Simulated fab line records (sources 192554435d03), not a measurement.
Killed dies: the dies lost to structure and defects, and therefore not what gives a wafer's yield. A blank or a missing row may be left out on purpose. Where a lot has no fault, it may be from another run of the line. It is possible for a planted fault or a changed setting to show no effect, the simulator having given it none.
fab line records    flow n5_finfet    part 1 of 2: steps 1 to 3 of 6
record: lots: 24  wafers: 72  last_day: 18
route steps=1938 shown BEOL_M5@1137
lots with no fault: from the same line, run without faults
start_h: hours from the record's opening day to when the first of the lot's shown wafers began    wait_h: time in hours since the lot's previous step    " as in the row above    L1.1+2: a row that stands for several wafers    - no value, or no start given    * or withheld: withheld    < > ~ a bound
route shown NAME@n: names a module that has steps shown in the file, with the first one's number in the route    usual: mean and standard deviation over wafers with no fault    same: alike in all rows    chamber/n: place in a boat    sites: the reading at each site    _std_site: how widely they spread, as a standard deviation    _edge_site: outer sites' mean less inner sites'    radius_mm: for every site, how far away it sits from the centre of the wafer    mask NAME#n: copy n    behind: tool/chamber where the wafer was last shaped    hold: cause of the lot's hold/its duration in hours/its outcome    device: whichever transistor did not switch (one of n, p or np)    end of line: tests run on the same wafers once the route is complete    where a step has no rows: the recipe by itself    killed: dies lost to structure and defects at the first sort, not the wafer's yield    map: a wafer's dies, x killed, . not, _ none there
set.NAME: the setting as run; set.NAME@STEP: as run at that earlier step    model.NAME: the simulator's own value behind a step, which no gauge read
the route's steps for a sample of lots (tables are steps, rows are wafers)
services: from which hour (start_h, from the record's first day; less than 0 if before it) a tool's chamber was out of use, for how many hours, and why
== steps ==
step: N5_BEOL_M5_STRIP_19
recipe: chemistry: O2  power_w: 400  temp_c: 40  pressure_mtorr: 30  rf_frequency_hz: 6e+07  bias_power_w: 0  overash_fraction: 0.2  o2_flow_sccm: 225
usual: drypump_motor_current_A: 5.5/0.35  oes_product_au: 0.78/0.08  rf_vpp_V: 3.6/0.49  showerhead_plenum_p_Torr: 2.11/0.07  throttle_valve_pct: 16.75/0.2
lot.wafer  tool         chamber  start_h  wait_h  drypump_motor_current_A  oes_product_au  rf_hours_counter_h  rf_vpp_V  showerhead_plenum_p_Torr  throttle_valve_pct
L074.1     rie_diel-06  3        166.11   0.1     5.2                      0.87            40                  2.9       2.21                      16.32
L074.5     "            3        "        "       5.2                      0.87            -                   3.3       2.21                      16.33
L074.6     "            2        "        "       6.1                      0.77            -                   3.4       2.11                      16.70
L075.3     rie_diel-04  2        172.68   0.1     5.7                      0.72            162                 4.4       2.02                      16.70
L075.4     "            0        "        "       5.6                      0.86            50                  3.9       2.07                      16.67
L075.6     "            3        "        "       5.4                      0.73            -                   2.6       2.19                      16.89
L076.1     rie_diel-06  0        185.18   0.3     5.6                      0.74            158                 2.3       2.18                      16.69
L076.3     "            1        "        "       5.4                      0.84            64                  3.5       2.04                      16.83
L076.5     "            1        "        "       5.4                      0.85            -                   3.6       2.04                      16.80
L077.1     rie_diel-04  0        191.89   0.1     5.6                      0.84            57                  3.7       2.07                      16.68
L077.4     "            1        "        "       5.0                      0.68            229                 3.4       2.06                      16.91
L077.5     "            2        "        "       5.7                      0.72            -                   4.1       2.02                      16.70
L078.1     rie_diel-02  1        192.11   0.1     6.0                      0.72            206                 2.6       2.11                      16.99
L078.3     "            0        "        "       4.8                      0.68            238                 3.2       2.08                      17.06
L078.5     "            3        "        "       5.7                      0.89            -                   3.7       2.24                      16.95
L079.2     rie_diel-04  1        195.05   0.1     5.0                      0.68            230                 3.7       2.06                      16.93
L079.3     "            2        "        "       5.7                      0.72            169                 3.5       2.02                      16.72
L079.6     "            2        "        "       5.7                      0.71            -                   4.3       2.02                      16.71
L080.3     rie_diel-04  2        218.19   0.1     5.7                      0.71            177                 4.1       2.01                      16.74
L080.5     "            2        "        "       5.7                      0.71            -                   3.4       2.01                      16.74
L080.6     "            3        "        "       5.4                      0.71            -                   3.2       2.19                      16.91
L081.1     rie_diel-06  0        225.33   0.1     5.6                      0.73            169                 3.9       2.17                      16.72
L081.3     "            3        "        "       5.2                      0.85            51                  2.9       2.21                      16.35
L081.6     "            3        "        "       5.2                      0.85            -                   3.6       2.21                      16.35
L083.1     rie_diel-02  0        229.13   0.2     4.8                      0.68            249                 3.4       2.08                      17.08
L083.2     "            3        "        "       5.7                      0.86            54                  3.2       2.24                      16.97
L083.3     "            1        "        "       6.0                      0.70            216                 4.2       2.10                      17.01
L082.1     rie_diel-04  1        240.61   0.1     5.0                      0.67            247                 3.5       2.05                      16.94
L082.4     "            0        "        "       5.6                      0.83            68                  4.2       2.07                      16.68
L082.5     "            3        "        "       5.4                      0.70            -                   3.8       2.18                      16.92
L084.2     rie_diel-06  2        255.40   0.2     6.1                      0.76            151                 3.1       2.10                      16.75
L084.4     "            3        "        "       5.2                      0.85            60                  3.4       2.20                      16.36
L084.5     "            0        "        "       5.6                      0.73            -                   3.1       2.17                      16.74
L085.1     rie_diel-06  1        255.58   0.2     5.4                      0.81            84                  3.5       2.03                      16.86
L085.3     "            2        "        "       6.1                      0.76            152                 3.6       2.10                      16.77
L085.6     "            1        "        "       5.4                      0.81            -                   3.2       2.03                      16.86
L086.1     rie_diel-06  0        258.33   0.2     5.6                      0.73            179                 3.7       2.17                      16.72
L086.3     "            3        "        "       5.2                      0.85            61                  3.9       2.20                      16.38
L086.4     "            2        "        "       6.1                      0.76            153                 4.0       2.10                      16.77
L087.1     rie_diel-04  2        264.14   0.1     5.8                      0.72            192                 4.6       2.01                      16.75
L087.2     "            1        "        "       5.0                      0.98            1                   4.0       2.05                      16.45
L087.5     "            0        "        "       5.6                      0.82            -                   3.3       2.07                      16.71
L089.2     rie_diel-06  1        264.33   0.1     5.4                      0.81            87                  4.4       2.03                      16.87
L089.3     "            3        "        "       5.2                      0.85            62                  4.2       2.20                      16.38
L089.5     "            3        "        "       5.2                      0.86            -                   3.5       2.20                      16.37
L088.3     rie_diel-06  2        264.84   0.1     6.1                      0.76            154                 3.3       2.10                      16.76
L088.4     "            1        "        "       5.4                      0.82            -                   3.3       2.03                      16.85
L088.5     "            2        "        "       6.1                      0.75            -                   4.7       2.10                      16.77
L090.2     rie_diel-02  3        265.66   0.1     5.7                      0.85            68                  4.1       2.23                      16.98
L090.5     "            2        "        "       5.8                      0.88            -                   3.6       2.06                      16.35
L090.6     "            1        "        "       6.0                      0.71            -                   2.9       2.10                      17.06
L091.2     rie_diel-02  0        287.79   0.1     4.7                      0.96            10                  4.1       2.07                      16.63
L091.5     "            3        "        "       5.7                      0.84            -                   4.1       2.23                      17.01
L091.6     "            2        "        "       5.8                      0.88            -                   4.2       2.05                      16.36
L092.1     rie_diel-04  0        288.21   0.1     5.6                      0.80            82                  3.2       2.06                      16.71
L092.2     "            1        "        "       5.0                      0.93            6                   2.8       2.05                      16.46
L092.5     "            2        "        "       5.7                      0.69            -                   3.1       2.01                      16.79
L093.3     rie_diel-04  1        291.10   0.1     5.0                      0.93            7                   3.6       2.05                      16.49
L093.4     "            2        "        "       5.7                      0.70            198                 3.1       2.01                      16.77
L093.6     "            1        "        "       5.0                      0.93            -                   3.6       2.05                      16.46
L094.3     rie_diel-02  0        314.28   0.1     4.7                      0.94            18                  3.5       2.07                      16.64
L094.4     "            1        "        "       6.0                      0.69            243                 3.2       2.10                      17.07
L094.5     "            3        "        "       5.7                      0.82            -                   3.5       2.23                      17.03
L095.1     rie_diel-02  0        314.58   0.2     4.8                      0.94            18                  3.3       2.07                      16.62
L095.4     "            1        "        "       6.0                      0.69            244                 3.8       2.09                      17.06
L095.6     "            1        "        "       6.0                      0.69            -                   3.6       2.10                      17.07
L096.2     rie_diel-04  2        314.92   0.2     5.7                      0.69            204                 3.9       2.00                      16.80
L096.3     "            1        "        "       5.0                      0.91            14                  3.8       2.05                      16.48
L096.4     "            0        "        "       5.6                      0.81            90                  4.3       2.06                      16.75
L097.1     rie_diel-06  2        324.81   0.2     6.0                      0.74            169                 4.0       2.10                      16.79
L097.3     "            0        "        "       5.6                      0.72            196                 4.5       2.16                      16.78
L097.6     "            0        "        "       5.6                      0.72            -                   3.5       2.16                      16.77
step: N5_BEOL_M5_ETCH_68
recipe: chemistry: N2/H2  target: SOC  target_depth_a: 800  overetch_a: 160  mask_material: SiARC  temp_c: 40  time_s: 120  ion_energy_ev: 200  pressure_mtorr: 30  source_w: 840  bias_w: 150  n2_flow_sccm: 200  h2_flow_sccm: 200
usual: drypump_motor_current_A: 5.5/0.38  oes_product_au: 0.61/0.067  rf_vpp_V: 524.1/2.5  showerhead_plenum_p_Torr: 2.55/0.094  throttle_valve_pct: 17.91/0.24
lot.wafer  tool         chamber  start_h  wait_h  drypump_motor_current_A  oes_product_au  rf_hours_counter_h  rf_vpp_V  showerhead_plenum_p_Torr  throttle_valve_pct
L074.1     rie_diel-02  0        168.19   0.0     4.8                      0.54            230                 522.2     2.53                      18.30
L074.5     "            1        "        "       6.0                      0.54            -                   521.7     2.50                      17.85
L074.6     "            2        "        "       5.8                      0.72            -                   522.0     2.48                      17.35
L075.3     rie_diel-02  1        173.99   0.0     6.0                      0.55            200                 523.6     2.50                      17.86
L075.4     "            0        "        "       4.8                      0.54            232                 524.1     2.52                      18.31
L075.6     "            2        "        "       5.8                      0.72            -                   522.3     2.48                      17.36
L076.1     rie_diel-02  2        187.95   0.0     5.8                      0.71            17                  523.0     2.48                      17.37
L076.3     "            1        "        "       6.0                      0.54            204                 523.2     2.50                      17.87
L076.5     "            0        "        "       4.8                      0.53            -                   523.8     2.52                      18.29
L077.1     rie_diel-06  0        192.51   0.0     5.6                      0.57            161                 527.1     2.66                      18.03
L077.4     "            1        "        "       5.4                      0.64            -                   522.2     2.47                      17.98
L077.5     "            2        "        "       6.1                      0.59            -                   523.1     2.56                      17.90
L078.1     rie_diel-02  0        192.85   0.0     4.8                      0.54            238                 524.1     2.52                      18.31
L078.3     "            3        "        "       5.7                      0.68            43                  527.6     2.71                      18.21
L078.5     "            0        "        "       4.8                      0.53            -                   522.4     2.52                      18.30
L079.2     rie_diel-04  0        199.47   0.0     5.7                      0.66            59                  522.0     2.48                      17.74
L079.3     "            1        "        "       5.0                      0.53            232                 523.1     2.50                      18.05
L079.6     "            2        "        "       5.7                      0.56            -                   520.2     2.42                      17.68
L080.3     rie_diel-06  1        219.11   0.0     5.4                      0.63            73                  522.7     2.47                      17.99
L080.5     "            0        "        "       5.6                      0.55            -                   527.4     2.66                      18.05
L080.6     "            1        "        "       5.4                      0.63            -                   522.4     2.47                      17.98
L081.1     rie_diel-02  0        227.56   0.0     4.8                      0.53            248                 522.6     2.52                      18.34
L081.3     "            2        "        "       5.8                      0.70            25                  522.8     2.47                      17.38
L081.6     "            1        "        "       6.0                      0.54            -                   523.4     2.49                      17.90
L083.1     rie_diel-04  1        230.20   0.0     5.0                      0.53            244                 521.4     2.50                      18.09
L083.2     "            3        "        "       5.4                      0.54            213                 526.2     2.63                      17.94
L083.3     "            3        "        "       5.4                      0.54            -                   527.1     2.63                      17.95
L082.1     rie_diel-06  1        241.75   0.0     5.4                      0.63            80                  522.6     2.46                      17.99
L082.4     "            3        "        "       5.2                      0.65            56                  528.1     2.71                      17.67
L082.5     "            3        "        "       5.2                      0.64            -                   527.9     2.71                      17.70
L085.1     rie_diel-04  0        257.15   0.0     5.7                      0.64            74                  522.1     2.47                      17.77
L085.3     "            3        "        "       5.4                      0.54            222                 527.3     2.63                      17.96
L085.6     "            3        "        "       5.4                      0.54            -                   526.6     2.63                      17.96
L084.2     rie_diel-02  2        257.47   0.0     5.8                      0.68            37                  522.0     2.47                      17.41
L084.4     "            3        "        "       5.7                      0.65            65                  529.0     2.70                      18.23
L084.5     "            3        "        "       5.7                      0.65            -                   527.8     2.70                      18.24
L086.1     rie_diel-02  0        263.35   0.0     4.8                      0.74            3                   522.8     2.52                      17.88
L086.3     "            3        "        "       5.7                      0.65            67                  527.6     2.70                      18.25
L086.4     "            1        "        "       6.0                      0.53            228                 522.0     2.49                      17.92
L089.2     rie_diel-04  2        265.78   0.0     5.7                      0.54            192                 521.4     2.41                      17.72
L089.3     "            3        "        "       5.4                      0.54            224                 527.2     2.63                      17.97
L089.5     "            3        "        "       5.4                      0.54            -                   526.6     2.63                      17.96
L087.1     rie_diel-02  0        265.83   0.0     4.8                      0.74            4                   523.2     2.51                      17.87
L087.2     "            1        "        "       6.0                      0.54            229                 523.8     2.49                      17.93
L087.5     "            3        "        "       5.7                      0.65            -                   528.8     2.70                      18.25
L088.3     rie_diel-06  0        266.23   0.0     5.6                      0.55            180                 527.0     2.66                      18.07
L088.4     "            0        "        "       5.6                      0.55            -                   525.5     2.66                      18.07
L088.5     "            1        "        "       5.4                      0.63            -                   521.9     2.46                      18.02
L090.2     rie_diel-06  1        271.99   0.0     5.4                      0.62            89                  522.0     2.46                      18.02
L090.5     "            1        "        "       5.4                      0.63            -                   520.9     2.46                      18.01
L090.6     "            0        "        "       5.6                      0.55            -                   526.0     2.65                      18.10
L091.2     rie_diel-04  3        289.87   0.0     5.4                      0.53            230                 525.3     2.62                      17.97
L091.5     "            1        "        "       5.0                      0.73            -                   521.8     2.49                      17.61
L091.6     "            0        "        "       5.7                      0.64            -                   521.3     2.47                      17.79
L092.1     rie_diel-02  3        290.00   0.0     5.7                      0.64            74                  528.7     2.69                      18.26
L092.2     "            0        "        "       4.8                      0.71            11                  522.2     2.51                      17.89
L092.5     "            2        "        "       5.8                      0.66            -                   521.6     2.47                      17.42
L093.3     rie_diel-06  1        294.24   0.0     5.4                      0.61            96                  522.6     2.46                      18.03
L093.4     "            0        "        "       5.6                      0.55            187                 527.1     2.65                      18.10
L093.6     "            2        "        "       6.1                      0.57            -                   524.6     2.54                      17.92
L094.3     rie_diel-06  1        316.05   0.0     5.4                      0.61            102                 522.4     2.45                      18.04
L094.4     "            3        "        "       5.2                      0.63            74                  528.4     2.71                      17.71
L094.5     "            0        "        "       5.6                      0.54            -                   526.2     2.65                      18.09
L095.1     rie_diel-02  2        316.22   0.0     5.8                      0.66            54                  523.5     2.46                      17.44
L095.4     "            1        "        "       6.0                      0.52            244                 522.7     2.48                      17.94
L095.6     "            2        "        "       5.8                      0.65            -                   522.4     2.46                      17.44
L096.2     rie_diel-04  2        316.40   0.0     5.8                      0.54            205                 520.4     2.40                      17.74
L096.3     "            3        "        "       5.4                      0.53            237                 526.0     2.62                      17.99
L096.4     "            0        "        "       5.6                      0.63            90                  521.3     2.47                      17.81
L097.1     rie_diel-06  3        325.52   0.0     5.2                      0.63            77                  528.0     2.70                      17.72
L097.3     "            2        "        "       6.1                      0.57            169                 523.6     2.54                      17.94
L097.6     "            0        "        "       5.6                      0.55            -                   526.8     2.65                      18.10
step: N5_BEOL_M5_STRIP_91
recipe: chemistry: N2/H2  time_s: 10  power_w: 450  temp_c: 40  pressure_mtorr: 20  rf_frequency_hz: 6e+07  bias_power_w: 7  n2_flow_sccm: 200  h2_flow_sccm: 200
usual: drypump_motor_current_A: 5.5/0.39  oes_product_au: 0.79/0.089  rf_vpp_V: 59.1/0.8  showerhead_plenum_p_Torr: 2.55/0.093  throttle_valve_pct: 23.8/0.32
lot.wafer  tool         chamber  start_h  wait_h  drypump_motor_current_A  oes_product_au  rf_hours_counter_h  rf_vpp_V  showerhead_plenum_p_Torr  throttle_valve_pct
L074.1     rie_diel-02  0        -        -       4.8                      0.69            230                 58.7      2.52                      24.3
L074.5     "            1        "        "       6.0                      0.72            -                   58.9      2.50                      23.6
L074.6     "            2        "        "       5.8                      0.95            -                   59.2      2.48                      23.2
L075.3     rie_diel-02  1        -        -       6.0                      0.72            200                 59.0      2.50                      23.6
L075.4     "            0        "        "       4.8                      0.70            232                 58.8      2.52                      24.3
L075.6     "            2        "        "       5.8                      0.94            -                   57.7      2.48                      23.3
L076.1     rie_diel-02  2        -        -       5.8                      0.94            17                  58.9      2.47                      23.2
L076.3     "            1        "        "       6.0                      0.73            205                 59.1      2.49                      23.6
L076.5     "            0        "        "       4.8                      0.69            -                   58.2      2.52                      24.3
L077.1     rie_diel-06  0        -        -       5.5                      0.75            161                 60.4      2.66                      24.1
L077.4     "            1        "        "       5.4                      0.84            -                   58.9      2.46                      23.8
L077.5     "            2        "        "       6.1                      0.77            -                   59.6      2.55                      23.7
L078.1     rie_diel-02  0        -        -       4.8                      0.69            238                 58.7      2.52                      24.3
L078.3     "            3        "        "       5.7                      0.88            43                  58.1      2.70                      24.3
L078.5     "            0        "        "       4.8                      0.69            -                   60.6      2.52                      24.3
L079.2     rie_diel-04  0        -        -       5.7                      0.83            59                  57.9      2.48                      23.8
L079.3     "            1        "        "       5.0                      0.67            232                 59.3      2.50                      23.9
L079.6     "            2        "        "       5.7                      0.71            -                   58.3      2.41                      23.3
L080.3     rie_diel-06  1        -        -       5.4                      0.83            73                  58.2      2.46                      23.9
L080.5     "            0        "        "       5.6                      0.74            -                   59.9      2.66                      24.1
L080.6     "            1        "        "       5.4                      0.83            -                   59.3      2.46                      23.9
L081.1     rie_diel-02  0        -        -       4.8                      0.68            248                 58.4      2.51                      24.3
L081.3     "            2        "        "       5.8                      0.91            25                  59.6      2.47                      23.3
L081.6     "            1        "        "       6.0                      0.70            -                   58.6      2.49                      23.6
L083.1     rie_diel-04  1        -        -       5.0                      0.66            244                 59.0      2.50                      23.9
L083.2     "            3        "        "       5.4                      0.70            213                 59.7      2.63                      23.6
L083.3     "            3        "        "       5.4                      0.71            -                   59.5      2.63                      23.6
L082.1     rie_diel-06  1        -        -       5.4                      0.83            80                  58.8      2.46                      23.9
L082.4     "            3        "        "       5.2                      0.85            56                  58.9      2.71                      23.5
L082.5     "            3        "        "       5.2                      0.85            -                   59.1      2.71                      23.5
L085.1     rie_diel-04  0        -        -       5.7                      0.81            74                  59.6      2.47                      23.8
L085.3     "            3        "        "       5.4                      0.70            222                 60.4      2.62                      23.6
L085.6     "            3        "        "       5.4                      0.71            -                   58.0      2.62                      23.6
L084.2     rie_diel-02  2        -        -       5.8                      0.89            37                  58.3      2.47                      23.3
L084.4     "            3        "        "       5.7                      0.85            65                  60.2      2.69                      24.3
L084.5     "            3        "        "       5.7                      0.85            -                   60.3      2.69                      24.3
L086.1     rie_diel-02  0        -        -       4.8                      0.98            3                   58.8      2.51                      23.9
L086.3     "            3        "        "       5.7                      0.85            67                  60.3      2.69                      24.3
L086.4     "            1        "        "       6.0                      0.71            228                 58.9      2.48                      23.7
L089.2     rie_diel-04  2        -        -       5.7                      0.70            192                 59.5      2.40                      23.3
L089.3     "            3        "        "       5.4                      0.70            224                 58.7      2.62                      23.6
L089.5     "            3        "        "       5.4                      0.70            -                   59.0      2.62                      23.6
L087.1     rie_diel-02  0        -        -       4.7                      0.99            4                   58.5      2.51                      23.9
L087.2     "            1        "        "       6.0                      0.71            229                 58.1      2.48                      23.6
L087.5     "            3        "        "       5.7                      0.85            -                   59.1      2.69                      24.3
L088.3     rie_diel-06  0        -        -       5.6                      0.72            180                 59.4      2.65                      24.1
L088.4     "            0        "        "       5.6                      0.73            -                   59.7      2.65                      24.1
L088.5     "            1        "        "       5.4                      0.81            -                   59.4      2.46                      23.9
L090.2     rie_diel-06  1        -        -       5.4                      0.82            89                  57.9      2.45                      23.9
L090.5     "            1        "        "       5.4                      0.81            -                   58.0      2.45                      23.9
L090.6     "            0        "        "       5.6                      0.72            -                   59.8      2.65                      24.1
L091.2     rie_diel-04  3        -        -       5.4                      0.69            230                 60.7      2.62                      23.6
L091.5     "            1        "        "       5.0                      0.94            -                   59.1      2.49                      23.4
L091.6     "            0        "        "       5.6                      0.80            -                   58.1      2.46                      23.8
L092.1     rie_diel-02  3        -        -       5.7                      0.84            74                  59.7      2.69                      24.3
L092.2     "            0        "        "       4.7                      0.95            11                  59.2      2.51                      23.9
L092.5     "            2        "        "       5.8                      0.88            -                   60.0      2.46                      23.3
L093.3     rie_diel-06  1        -        -       5.4                      0.81            96                  58.5      2.45                      23.9
L093.4     "            0        "        "       5.6                      0.74            187                 59.5      2.65                      24.1
L093.6     "            2        "        "       6.1                      0.75            -                   59.5      2.54                      23.8
L094.3     rie_diel-06  1        -        -       5.4                      0.79            102                 57.5      2.45                      23.9
L094.4     "            3        "        "       5.2                      0.82            74                  59.3      2.70                      23.6
L094.5     "            0        "        "       5.6                      0.71            -                   60.0      2.65                      24.1
L095.1     rie_diel-02  2        -        -       5.8                      0.86            54                  58.7      2.46                      23.3
L095.4     "            1        "        "       6.0                      0.69            244                 58.1      2.48                      23.7
L095.6     "            2        "        "       5.8                      0.86            -                   58.6      2.46                      23.3
L096.2     rie_diel-04  0        -        -       5.7                      0.81            90                  57.4      2.46                      23.8
L096.3     "            1        "        "       5.0                      0.91            15                  59.2      2.49                      23.4
L096.4     "            0        "        "       5.7                      0.80            -                   58.7      2.46                      23.8
L097.1     rie_diel-06  3        -        -       5.2                      0.82            77                  59.6      2.70                      23.6
L097.3     "            2        "        "       6.1                      0.74            169                 58.6      2.54                      23.8
L097.6     "            0        "        "       5.6                      0.71            -                   59.3      2.64                      24.1
